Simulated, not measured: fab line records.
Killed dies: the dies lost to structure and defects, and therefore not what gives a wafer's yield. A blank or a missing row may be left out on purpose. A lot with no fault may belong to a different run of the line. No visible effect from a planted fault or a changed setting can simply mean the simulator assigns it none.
fab line records	flow nandHarc
record lots=24	wafers=72	lastDay=33
route steps=1302 shown P_GATE@190 P_CONTACT@217 P_M0@272 P_M1@298
lots that met no fault: from a run of the same line without faults
startH: start of the lot's first displayed wafer, in hours after the record's first day	waitH: hours from the lot's prior step to this one	" repeats the value in the row above	L1.1+2: one row covering several wafers at once	- no value, or no start given	* or withheld: withheld	< > ~ a bound
route shown NAME@n: NAME is a module with steps in the file, n the number in the route of the first one	usual: mean/standard deviation taken from wafers without a fault	same: alike in all rows	chamber/n: place in a boat	sites: per-site readings	_std_site: how widely they spread, as a standard deviation	_edge_site: the outer-site mean with the inner-site mean subtracted	radiusMm: how far each site lies from the wafer's centre	mask NAME#n: copy n	behind: the most recent tool/chamber to have shaped the wafer	hold: cause of the lot's hold/its duration in hours/its outcome	device: the transistor (n, p or np) that didn't switch	end of line: the tests these same wafers got at the end of their route	a step with no rows: only its recipe	killed: dies lost to structure and defects at the first sort, not the wafer's yield	map: the dies of a wafer, with x for killed, . for not killed, _ for no die there
set.NAME: setting as actually run; set.NAME@STEP: the setting as run at that earlier step	model.NAME: the simulator's own value behind a step, which no gauge read
the route's steps for a sample of lots (tables are steps, rows are wafers)
services: from which hour (startH, from the record's first day; less than 0 if before it) a tool's chamber was out of use, for how many hours, and why
## steps
# step NHARC_P_GATE_STRIP_76
# recipe powerW=1500	tempC=250	chemistry=O2
# usual drypumpMotorCurrentA=5.6/0.64	heaterPowerW=335/19
lot.wafer	tool	chamber	startH	waitH	drypumpMotorCurrentA	heaterPowerW	rfHoursCounterH
L074.1	plasmaAsher-02	0	107.86	0.2	5.5	360	6
L074.3	"	1	"	"	5.2	318	-
L074.6	"	1	"	"	5.2	323	-
L075.2	plasmaAsher-01	0	120.76	0.2	4.9	346	28
L075.3	"	1	"	"	6.5	304	-
L075.4	"	0	"	"	4.9	350	-
L076.2	plasmaAsher-02	1	131.47	0.2	5.2	315	11
L076.1	"	0	"	"	5.5	357	11
L076.3	"	0	"	"	5.5	360	-
L077.1	plasmaAsher-02	0	144.47	0.2	5.5	359	13
L077.4	"	0	"	"	5.5	364	-
L077.5	"	1	"	"	5.2	319	-
L078.2	plasmaAsher-02	0	148.97	0.2	5.4	355	15
L078.3	"	1	"	"	5.2	321	-
L078.5	"	0	"	"	5.5	361	-
L079.2	plasmaAsher-01	1	161.36	0.2	6.5	305	35
L079.3	"	1	"	"	6.5	308	-
L079.5	"	1	"	"	6.5	308	-
L080.2	plasmaAsher-02	0	170.21	0.2	5.5	358	19
L080.1	"	1	"	"	5.2	327	19
L080.5	"	1	"	"	5.2	329	-
L081.2	plasmaAsher-02	0	181.11	0.2	5.5	362	23
L081.1	"	1	"	"	5.2	325	23
L081.5	"	1	"	"	5.2	324	-
L082.1	plasmaAsher-01	1	193.63	0.2	6.5	316	4
L082.4	"	0	"	"	4.9	346	-
L082.6	"	1	"	"	6.5	318	-
L083.2	plasmaAsher-02	0	198.02	0.2	5.5	361	27
L083.3	"	0	"	"	5.5	356	-
L083.6	"	0	"	"	5.5	357	-
L084.1	plasmaAsher-02	1	215.54	0.2	5.2	323	29
L084.4	"	0	"	"	5.5	364	-
L084.5	"	1	"	"	5.2	320	-
L085.2	plasmaAsher-01	1	221.64	0.2	6.5	317	9
L085.5	"	1	"	"	6.5	302	-
L085.6	"	0	"	"	4.9	347	-
L086.2	plasmaAsher-01	0	236.11	0.2	4.9	345	13
L086.4	"	1	"	"	6.5	315	-
L086.5	"	0	"	"	4.9	346	-
L087.2	plasmaAsher-02	0	237.28	0.2	5.5	361	33
L087.3	"	1	"	"	5.2	329	-
L087.4	"	0	"	"	5.5	362	-
L089.1	plasmaAsher-01	1	266.19	0.2	6.5	313	20
L089.3	"	1	"	"	6.5	312	-
L089.4	"	0	"	"	4.9	345	-
L088.4	plasmaAsher-01	0	267.26	0.2	4.9	353	-
L088.3	"	1	"	"	6.5	300	-
L088.6	"	0	"	"	4.9	340	-
L091.1	plasmaAsher-01	1	285.71	0.2	6.5	310	25
L091.4	"	1	"	"	6.5	320	-
L091.3	"	0	"	"	4.9	347	-
L090.4	plasmaAsher-01	1	286.32	0.2	6.5	320	-
L090.5	"	1	"	"	6.6	307	-
L090.6	"	0	"	"	4.9	340	-
L092.2	plasmaAsher-01	1	301.95	0.2	6.5	310	29
L092.4	"	1	"	"	6.5	325	-
L092.6	"	0	"	"	4.9	344	-
L094.2	plasmaAsher-01	1	313.38	0.2	6.5	315	31
L094.6	"	0	"	"	4.9	338	-
L094.5	"	1	"	"	6.5	314	-
L095.1	plasmaAsher-01	0	314.08	0.2	4.9	347	31
L095.4	"	1	"	"	6.5	318	-
L095.5	"	0	"	"	4.9	342	-
L093.1	plasmaAsher-02	1	319.70	0.2	5.2	314	11
L093.6	"	1	"	"	5.2	315	-
L093.5	"	0	"	"	5.5	351	-
L096.1	plasmaAsher-01	1	328.19	0.2	6.5	311	35
L096.5	"	1	"	"	6.5	313	-
L096.6	"	0	"	"	4.9	341	-
L097.2	plasmaAsher-01	1	340.17	0.2	6.5	321	38
L097.1	"	0	"	"	4.9	343	38
L097.6	"	1	"	"	6.5	326	-
# step NHARC_P_CONTACT_DEP_30
# recipe targetThkA=300	tempC=400	targetThkNm=30	flowSccm=200	rfW=450	material=SiNx
# usual heaterPowerW=722/110
lot.wafer	tool	chamber	startH	waitH	heaterPowerW
L074.3	pecvd-04	2	111.97	0.1	597
L074.1	"	0	"	"	819
L074.6	"	2	"	"	620
L075.2	pecvd-01	2	124.87	0.1	849
L075.3	"	0	"	"	695
L075.4	"	1	"	"	893
L076.2	pecvd-04	1	135.57	0.1	579
L076.3	"	2	"	"	697
L076.1	"	0	"	"	683
L077.1	pecvd-01	1	148.67	0.1	902
L077.4	"	0	"	"	717
L077.5	"	2	"	"	927
L078.3	pecvd-03	1	153.23	0.1	779
L078.2	"	2	"	"	688
L078.5	"	1	"	"	770
L079.3	pecvd-01	2	165.41	0.1	849
L079.2	"	0	"	"	719
L079.5	"	0	"	"	698
L080.2	pecvd-03	2	174.34	0.1	626
L080.1	"	1	"	"	869
L080.5	"	1	"	"	850
L081.2	pecvd-04	0	185.17	0.1	696
L081.1	"	1	"	"	658
L081.5	"	1	"	"	636
L082.1	pecvd-03	0	198.00	0.2	602
L082.6	"	1	"	"	858
L082.4	"	2	"	"	683
L083.2	pecvd-01	2	202.01	0.1	927
L083.3	"	0	"	"	701
L083.6	"	1	"	"	881
L084.1	pecvd-03	0	219.62	0.1	608
L084.4	"	0	"	"	602
L084.5	"	2	"	"	717
L085.2	pecvd-04	1	225.82	0.1	609
L085.6	"	0	"	"	785
L085.5	"	1	"	"	611
L086.2	pecvd-04	1	240.23	0.1	561
L086.4	"	0	"	"	694
L086.5	"	0	"	"	690
L087.2	pecvd-04	0	241.47	0.1	806
L087.3	"	0	"	"	800
L087.4	"	1	"	"	660
L089.3	pecvd-01	1	270.19	0.1	896
L089.1	"	0	"	"	625
L089.4	"	2	"	"	846
L088.3	pecvd-03	2	271.30	0.1	713
L088.4	"	0	"	"	550
L088.6	"	1	"	"	851
L091.3	pecvd-03	2	289.79	0.1	668
L091.1	"	0	"	"	593
L091.4	"	2	"	"	667
L090.5	pecvd-03	1	290.68	0.2	863
L090.6	"	2	"	"	651
L090.4	"	0	"	"	565
L092.2	pecvd-01	0	306.28	0.1	618
L092.4	"	2	"	"	890
L092.6	"	1	"	"	850
L094.2	pecvd-04	0	317.68	0.3	798
L094.6	"	0	"	"	816
L094.5	"	1	"	"	635
L095.1	pecvd-03	0	318.43	0.1	602
L095.4	"	2	"	"	681
L095.5	"	1	"	"	839
L093.1	pecvd-04	1	323.73	0.1	662
L093.5	"	0	"	"	792
L093.6	"	1	"	"	646
L096.1	pecvd-01	0	332.25	0.1	618
L096.5	"	0	"	"	625
L096.6	"	2	"	"	916
L097.2	pecvd-04	2	344.22	0.1	609
L097.1	"	1	"	"	639
L097.6	"	1	"	"	654
# step NHARC_P_CONTACT_DEGAS_38
# recipe tempC=300	timeS=60
# usual heaterPowerW=454/21
lot.wafer	tool	chamber	startH	waitH	heaterPowerW
L074.1	pvdSputter-01	-	115.24	-	426
L074.3	"	-	"	"	471
L074.6	"	-	"	"	467
L075.3	pvdSputter-02	-	128.14	-	431
L075.2	"	-	"	"	459
L075.4	"	-	"	"	462
L076.1	pvdSputter-03	-	138.91	-	443
L076.2	"	-	"	"	444
L076.3	"	-	"	"	472
L077.4	pvdSputter-03	-	151.82	-	430
L077.1	"	-	"	"	447
L077.5	"	-	"	"	446
L078.2	pvdSputter-01	-	156.55	-	461
L078.3	"	-	"	"	419
L078.5	"	-	"	"	430
L079.3	pvdSputter-03	-	168.76	-	443
L079.2	"	-	"	"	436
L079.5	"	-	"	"	444
L080.2	pvdSputter-02	-	177.53	-	500
L080.1	"	-	"	"	433
L080.5	"	-	"	"	460
L081.1	pvdSputter-01	-	188.86	-	424
L081.2	"	-	"	"	449
L081.5	"	-	"	"	421
L082.1	pvdSputter-02	-	201.20	-	464
L082.4	"	-	"	"	452
L082.6	"	-	"	"	456
L083.2	pvdSputter-02	-	205.19	-	471
L083.3	"	-	"	"	425
L083.6	"	-	"	"	461
L084.1	pvdSputter-02	-	223.02	-	478
L084.4	"	-	"	"	451
L084.5	"	-	"	"	470
L085.2	pvdSputter-02	-	228.95	-	440
L085.5	"	-	"	"	438
L085.6	"	-	"	"	468
L086.2	pvdSputter-03	-	243.60	-	446
L086.4	"	-	"	"	469
L086.5	"	-	"	"	441
L087.4	pvdSputter-01	-	244.92	-	456
L087.2	"	-	"	"	431
L087.3	"	-	"	"	430
L089.4	pvdSputter-03	-	273.51	-	471
L089.1	"	-	"	"	452
L089.3	"	-	"	"	473
L088.3	pvdSputter-01	-	274.67	-	447
L088.4	"	-	"	"	449
L088.6	"	-	"	"	459
L091.3	pvdSputter-03	-	293.10	-	472
L091.1	"	-	"	"	484
L091.4	"	-	"	"	469
L090.4	pvdSputter-01	-	293.89	-	446
L090.5	"	-	"	"	454
L090.6	"	-	"	"	438
L092.2	pvdSputter-03	-	309.58	-	485
L092.4	"	-	"	"	469
L092.6	"	-	"	"	486
L094.2	pvdSputter-03	-	320.87	-	455
L094.6	"	-	"	"	471
L094.5	"	-	"	"	453
L095.1	pvdSputter-01	-	321.70	-	435
L095.4	"	-	"	"	438
L095.5	"	-	"	"	451
L093.1	pvdSputter-01	-	327.03	-	426
L093.6	"	-	"	"	457
L093.5	"	-	"	"	430
L096.1	pvdSputter-01	-	335.58	-	435
L096.6	"	-	"	"	435
L096.5	"	-	"	"	442
L097.2	pvdSputter-03	-	347.56	-	436
L097.1	"	-	"	"	478
L097.6	"	-	"	"	449
# step NHARC_P_CONTACT_CMP_24
# recipe tOverpolishS=30	targetThkNm=200
# usual edgeZonePressureFrac=1.000/0.0052	motorCurrentA=11.6/0.97	overpolishRunS=30.001/0.01	timeToEndpointS=41.0/2.3
lot.wafer	tool	chamber	startH	waitH	edgeZonePressureFrac	motorCurrentA	overpolishRunS	timeToEndpointS
L074.3	cmp-01	3	116.35	0.3	0.995	10.6	29.996	39.8
L074.1	"	2	"	"	0.996	10.5	29.995	43.3
L074.6	"	3	"	"	1.004	10.9	30.002	42.3
L075.2	cmp-04	1	129.81	0.8	1.001	10.7	30.004	41.3
L075.4	"	3	"	"	1.002	13.2	29.999	42.4
L075.3	"	0	"	"	0.993	11.0	29.983	41.0
L076.1	cmp-02	3	140.01	0.6	1.007	13.2	30.011	45.4
L076.2	"	1	"	"	1.000	12.5	30.002	42.4
L076.3	"	2	"	"	0.995	11.0	29.999	43.4
L077.4	cmp-02	3	152.95	0.4	1.003	12.6	30.008	39.8
L077.1	"	0	"	"	0.996	11.5	30.001	38.5
L077.5	"	2	"	"	0.997	10.7	30.002	39.0
L078.3	cmp-02	0	157.69	0.4	1.000	10.4	29.985	38.6
L078.2	"	1	"	"	1.001	11.7	29.984	41.2
L078.5	"	0	"	"	1.002	10.7	29.983	41.3
L079.3	cmp-01	1	169.90	0.3	0.996	13.4	29.993	43.9
L079.2	"	2	"	"	0.994	10.6	29.995	44.0
L079.5	"	0	"	"	1.001	12.1	30.010	44.0
L080.2	cmp-01	1	178.62	0.5	1.005	12.6	30.012	45.2
L080.1	"	3	"	"	1.002	10.4	30.024	42.6
L080.5	"	2	"	"	1.002	11.3	29.995	44.3
L081.1	cmp-01	3	190.55	0.6	0.998	11.0	29.996	37.9
L081.2	"	0	"	"	0.997	12.1	30.008	42.4
L081.5	"	1	"	"	0.991	13.5	30.012	42.2
L082.1	cmp-02	3	202.28	0.6	0.999	12.9	29.983	42.1
L082.4	"	1	"	"	0.992	12.4	29.991	37.7
L082.6	"	3	"	"	0.999	12.4	29.997	40.6
L083.2	cmp-01	2	206.31	0.5	1.000	11.6	29.987	46.7
L083.3	"	3	"	"	1.001	10.5	29.999	40.6
L083.6	"	2	"	"	1.004	11.3	30.018	44.5
L084.4	cmp-01	2	224.12	0.3	1.008	10.9	30.005	44.3
L084.1	"	3	"	"	1.002	10.2	29.991	40.4
L084.5	"	3	"	"	0.999	11.1	30.002	39.5
L085.2	cmp-02	1	230.06	0.5	0.992	12.7	30.000	41.6
L085.6	"	0	"	"	1.002	11.5	30.005	42.3
L085.5	"	1	"	"	0.991	13.0	30.005	39.0
L086.2	cmp-02	2	244.77	0.6	0.998	11.0	30.007	39.1
L086.4	"	1	"	"	0.999	12.7	29.997	39.7
L086.5	"	2	"	"	0.994	11.5	29.990	38.3
L087.4	cmp-04	2	246.01	0.3	1.000	10.5	30.004	41.2
L087.2	"	3	"	"	1.002	12.8	30.013	41.0
L087.3	"	1	"	"	1.002	11.0	30.022	41.3
L089.4	cmp-01	0	275.00	0.3	0.990	12.2	30.010	39.6
L089.3	"	1	"	"	0.997	13.2	29.998	43.1
L089.1	"	2	"	"	1.000	11.6	29.999	43.2
L088.3	cmp-04	2	275.81	0.4	0.994	9.6	29.991	39.2
L088.4	"	3	"	"	0.993	13.4	29.994	43.2
L088.6	"	0	"	"	1.002	11.0	29.991	42.0
L091.3	cmp-01	3	294.19	0.3	1.004	10.7	29.998	38.2
L091.4	"	0	"	"	1.004	13.0	30.015	41.0
L091.1	"	1	"	"	1.012	12.3	29.985	41.0
L090.4	cmp-04	3	294.97	0.4	1.002	13.0	30.006	39.6
L090.6	"	3	"	"	1.003	12.6	30.000	43.0
L090.5	"	0	"	"	0.998	10.8	29.993	43.0
L092.2	cmp-02	1	310.94	0.6	0.998	12.5	30.006	40.9
L092.4	"	2	"	"	0.999	11.4	29.994	41.0
L092.6	"	0	"	"	1.004	10.7	30.001	40.4
L094.2	cmp-01	0	322.01	0.5	1.008	11.9	30.011	38.9
L094.6	"	2	"	"	1.003	11.2	30.016	40.3
L094.5	"	3	"	"	1.003	10.6	29.997	37.2
L095.4	cmp-04	1	322.83	0.3	0.999	11.3	30.000	41.3
L095.1	"	0	"	"	0.997	11.2	29.992	38.9
L095.5	"	1	"	"	0.985	10.6	30.000	39.5
L093.1	cmp-02	0	328.18	0.5	0.995	11.0	30.002	39.0
L093.6	"	3	"	"	0.999	11.7	30.004	41.2
L093.5	"	0	"	"	1.006	11.0	30.002	36.1
L096.1	cmp-01	1	337.02	0.6	1.008	13.5	29.994	37.7
L096.5	"	2	"	"	1.012	11.0	30.002	38.9
L096.6	"	3	"	"	1.003	10.4	30.016	36.9
L097.1	cmp-04	3	348.65	0.5	0.999	12.7	29.991	41.3
L097.2	"	1	"	"	1.000	10.9	30.005	39.1
L097.6	"	0	"	"	1.003	10.4	29.985	40.7
# step NHARC_P_M0_DEGAS_28
# recipe tempC=250	timeS=60
# usual heaterPowerW=327/17
lot.wafer	tool	chamber	startH	waitH	heaterPowerW
L074.1	pvdSputter-01	-	118.69	-	298
L074.3	"	-	"	"	304
L074.6	"	-	"	"	318
L075.2	pvdSputter-03	-	132.08	-	315
L075.3	"	-	"	"	309
L075.4	"	-	"	"	322
L076.3	pvdSputter-01	-	142.57	-	334
L076.1	"	-	"	"	330
L076.2	"	-	"	"	301
L077.1	pvdSputter-03	-	155.41	-	342
L077.4	"	-	"	"	317
L077.5	"	-	"	"	305
L078.3	pvdSputter-03	-	160.19	-	335
L078.2	"	-	"	"	312
L078.5	"	-	"	"	321
L079.3	pvdSputter-02	-	172.23	-	338
L079.2	"	-	"	"	337
L079.5	"	-	"	"	306
L080.2	pvdSputter-01	-	181.20	-	330
L080.1	"	-	"	"	327
L080.5	"	-	"	"	335
L081.1	pvdSputter-02	-	192.93	-	335
L081.2	"	-	"	"	311
L081.5	"	-	"	"	338
L082.1	pvdSputter-03	-	204.76	-	314
L082.4	"	-	"	"	315
L082.6	"	-	"	"	319
L083.3	pvdSputter-02	-	208.56	-	334
L083.2	"	-	"	"	332
L083.6	"	-	"	"	317
L084.1	pvdSputter-02	-	226.55	-	355
L084.4	"	-	"	"	313
L084.5	"	-	"	"	366
L085.2	pvdSputter-02	-	232.33	-	302
L085.6	"	-	"	"	333
L085.5	"	-	"	"	309
L086.2	pvdSputter-01	-	247.40	-	326
L086.4	"	-	"	"	320
L086.5	"	-	"	"	331
L087.3	pvdSputter-02	-	248.61	-	313
L087.2	"	-	"	"	340
L087.4	"	-	"	"	356
L089.1	pvdSputter-01	-	277.28	-	327
L089.4	"	-	"	"	330
L089.3	"	-	"	"	313
L088.3	pvdSputter-02	-	278.16	-	334
L088.4	"	-	"	"	344
L088.6	"	-	"	"	336
L091.4	pvdSputter-03	-	296.59	-	341
L091.1	"	-	"	"	346
L091.3	"	-	"	"	326
L090.4	pvdSputter-02	-	297.36	-	366
L090.5	"	-	"	"	366
L090.6	"	-	"	"	331
L092.4	pvdSputter-03	-	313.33	-	331
L092.2	"	-	"	"	330
L092.6	"	-	"	"	334
L094.2	pvdSputter-03	-	324.39	-	325
L094.5	"	-	"	"	332
L094.6	"	-	"	"	344
L095.1	pvdSputter-01	-	325.30	-	337
L095.4	"	-	"	"	306
L095.5	"	-	"	"	316
L093.1	pvdSputter-02	-	330.47	-	373
L093.5	"	-	"	"	334
L093.6	"	-	"	"	315
L096.1	pvdSputter-02	-	339.71	-	366
L096.5	"	-	"	"	335
L096.6	"	-	"	"	367
L097.2	pvdSputter-01	-	351.01	-	338
L097.1	"	-	"	"	316
L097.6	"	-	"	"	306
# step NHARC_P_M1_DESCUM_14
# recipe timeS=3	o2FlowSccm=200	arFlowSccm=0	biasPowerW=0	chemistry=O2
# usual drypumpMotorCurrentA=5.6/0.44	oesProductAu=0.999/0.0067	rfVppV=57.9/0.84	showerheadPlenumPTorr=1.92/0.082	throttleValvePct=11.310/0.01
lot.wafer	tool	chamber	startH	waitH	drypumpMotorCurrentA	oesProductAu	rfHoursCounterH	rfVppV	showerheadPlenumPTorr	throttleValvePct
L074.3	rieDiel-06	0	121.94	0.1	5.3	0.998	11	57.7	1.93	11.316
L074.1	"	3	"	"	5.8	0.997	14	58.2	1.86	11.312
L074.6	"	1	"	"	5.6	1.005	-	57.6	1.97	11.303
L075.3	rieDiel-09	0	135.21	0.1	5.2	0.988	51	56.9	1.93	11.309
L075.2	"	1	"	"	5.5	0.984	47	57.4	1.79	11.316
L075.4	"	2	"	"	5.7	0.998	45	58.6	1.97	11.300
L076.3	rieDiel-06	0	145.71	0.1	5.3	0.987	1	58.5	1.93	11.303
L076.2	"	1	"	"	5.6	0.997	2	59.4	1.97	11.320
L076.1	"	2	"	"	5.0	1.003	2	58.9	2.03	11.317
L077.1	rieDiel-09	1	158.53	0.1	5.5	0.995	1	58.7	1.79	11.303
L077.4	"	2	"	"	5.8	1.000	1	57.6	1.97	11.308
L077.5	"	2	"	"	5.8	1.004	-	56.3	1.97	11.307
L078.2	rieDiel-11	0	163.35	0.1	5.7	1.003	3	57.6	1.87	11.311
L078.3	"	1	"	"	5.7	1.005	5	56.8	1.92	11.315
L078.5	"	3	"	"	5.3	1.009	-	57.0	2.02	11.300
L079.2	rieDiel-11	1	175.68	0.1	5.7	0.985	6	56.7	1.92	11.313
L079.3	"	2	"	"	6.5	1.002	5	58.4	1.78	11.302
L079.5	"	3	"	"	5.2	1.002	-	58.0	2.02	11.329
L080.1	rieDiel-11	2	184.60	0.1	6.6	0.994	5	57.5	1.78	11.320
L080.2	"	3	"	"	5.3	1.002	4	58.4	2.02	11.296
L080.5	"	1	"	"	5.7	0.996	-	57.7	1.92	11.320
L081.2	rieDiel-06	2	196.04	0.1	5.0	0.998	7	58.9	2.03	11.309
L081.1	"	3	"	"	5.7	0.997	7	57.6	1.86	11.309
L081.5	"	0	"	"	5.3	0.994	-	58.1	1.93	11.313
L082.1	rieDiel-09	1	207.93	0.1	5.5	1.004	17	56.6	1.79	11.310
L082.4	"	3	"	"	6.5	1.003	14	56.8	2.01	11.299
L082.6	"	1	"	"	5.5	1.001	-	57.4	1.79	11.307
L083.3	rieDiel-11	0	211.60	0.1	5.7	1.002	6	58.0	1.87	11.323
L083.2	"	1	"	"	5.7	1.000	8	58.4	1.92	11.316
L083.6	"	2	"	"	6.5	0.999	-	56.8	1.78	11.307
L084.1	rieDiel-11	0	229.84	0.1	5.7	1.002	7	57.2	1.87	11.298
L084.4	"	1	"	"	5.7	0.994	9	57.4	1.92	11.311
L084.5	"	3	"	"	5.3	1.005	-	58.2	2.02	11.311
L085.2	rieDiel-06	1	235.61	0.1	5.6	1.001	12	58.4	1.97	11.292
L085.6	"	2	"	"	5.0	1.004	-	57.1	2.03	11.292
L085.5	"	3	"	"	5.7	0.993	-	57.1	1.85	11.304
L086.2	rieDiel-11	2	250.74	0.1	6.5	0.996	9	58.1	1.78	11.325
L086.4	"	1	"	"	5.6	0.996	10	56.7	1.92	11.317
L086.5	"	3	"	"	5.2	1.010	-	59.3	2.02	11.301
L087.4	rieDiel-11	0	251.92	0.1	5.7	0.992	8	59.7	1.87	11.327
L087.3	"	2	"	"	6.6	1.007	9	57.2	1.78	11.310
L087.2	"	3	"	"	5.3	1.000	9	58.1	2.02	11.305
L089.3	rieDiel-11	3	280.27	0.1	5.3	0.999	1	60.4	2.02	11.292
L089.1	"	0	"	"	5.7	0.997	1	57.2	1.87	11.305
L089.4	"	1	"	"	5.7	1.006	1	58.6	1.92	11.298
L088.3	rieDiel-06	1	281.30	0.1	5.6	1.004	16	59.5	1.97	11.330
L088.4	"	0	"	"	5.3	0.991	-	57.3	1.92	11.326
L088.6	"	1	"	"	5.6	1.000	-	57.9	1.97	11.300
L091.4	rieDiel-06	1	299.74	0.1	5.6	0.998	17	57.3	1.97	11.301
L091.3	"	2	"	"	5.0	0.994	15	57.7	2.03	11.308
L091.1	"	0	"	"	5.3	0.996	16	59.6	1.92	11.317
L090.4	rieDiel-11	1	300.39	0.1	5.7	0.992	2	57.8	1.92	11.307
L090.5	"	3	"	"	5.3	0.995	-	60.1	2.02	11.283
L090.6	"	0	"	"	5.7	1.001	-	56.6	1.87	11.316
L092.2	rieDiel-06	1	316.52	0.1	5.6	0.999	0	58.9	1.96	11.326
L092.4	"	2	"	"	5.0	0.997	0	58.4	2.03	11.320
L092.6	"	3	"	"	5.8	1.000	-	58.0	1.85	11.308
L094.2	rieDiel-11	1	327.54	0.1	5.7	1.004	4	57.6	1.92	11.302
L094.6	"	2	"	"	6.5	1.012	-	57.2	1.78	11.316
L094.5	"	3	"	"	5.3	0.997	-	56.4	2.02	11.316
L095.4	rieDiel-11	1	328.46	0.1	5.7	0.999	4	58.6	1.92	11.317
L095.1	"	3	"	"	5.3	1.008	4	58.1	2.02	11.322
L095.5	"	1	"	"	5.7	1.009	-	57.1	1.92	11.300
L093.1	rieDiel-11	2	333.60	0.1	6.6	0.991	4	57.6	1.78	11.290
L093.5	"	0	"	"	5.7	1.003	-	56.8	1.87	11.299
L093.6	"	1	"	"	5.6	0.989	-	58.8	1.92	11.298
L096.1	rieDiel-06	1	342.85	0.1	5.7	1.006	3	58.3	1.96	11.313
L096.5	"	0	"	"	5.3	0.999	-	57.4	1.92	11.309
L096.6	"	1	"	"	5.6	0.989	-	58.8	1.96	11.326
L097.1	rieDiel-06	3	354.13	0.1	5.8	0.994	3	57.3	1.85	11.310
L097.2	"	0	"	"	5.3	1.008	3	57.0	1.92	11.294
L097.6	"	3	"	"	5.8	1.008	-	58.1	1.85	11.324
## services
tool	chamber	startH	hours	kind
cmp-01	-	87.50	4.0	pm
pecvd-04	-	88.18	13.0	pm
cmp-01	-	101.71	1.3	repair
pvdSputter-02	-	104.11	10.0	pm
cmp-01	-	109.97	0.9	repair
rieDiel-11	0	114.64	12.7	repair
rieDiel-11	2	117.58	2.6	repair
rieDiel-06	-	130.29	9.0	pm
plasmaAsher-01	-	133.58	0.5	repair
cmp-01	-	137.23	1.8	repair
rieDiel-11	-	145.62	0.2	repair
plasmaAsher-01	-	165.31	9.0	pm
cmp-01	-	166.70	0.4	repair
pvdSputter-01	-	182.99	2.2	repair
cmp-01	-	185.50	4.0	pm
pvdSputter-01	-	192.31	41.4	repair
pvdSputter-03	-	206.35	10.0	pm
plasmaAsher-02	-	249.29	9.0	pm
rieDiel-11	-	255.50	9.0	pm
plasmaAsher-02	-	263.96	8.2	repair
pvdSputter-02	-	279.16	7.2	repair
cmp-01	-	283.50	4.0	pm
pvdSputter-02	-	286.37	10.0	pm
cmp-01	-	312.69	1.3	repair
## key
fault none
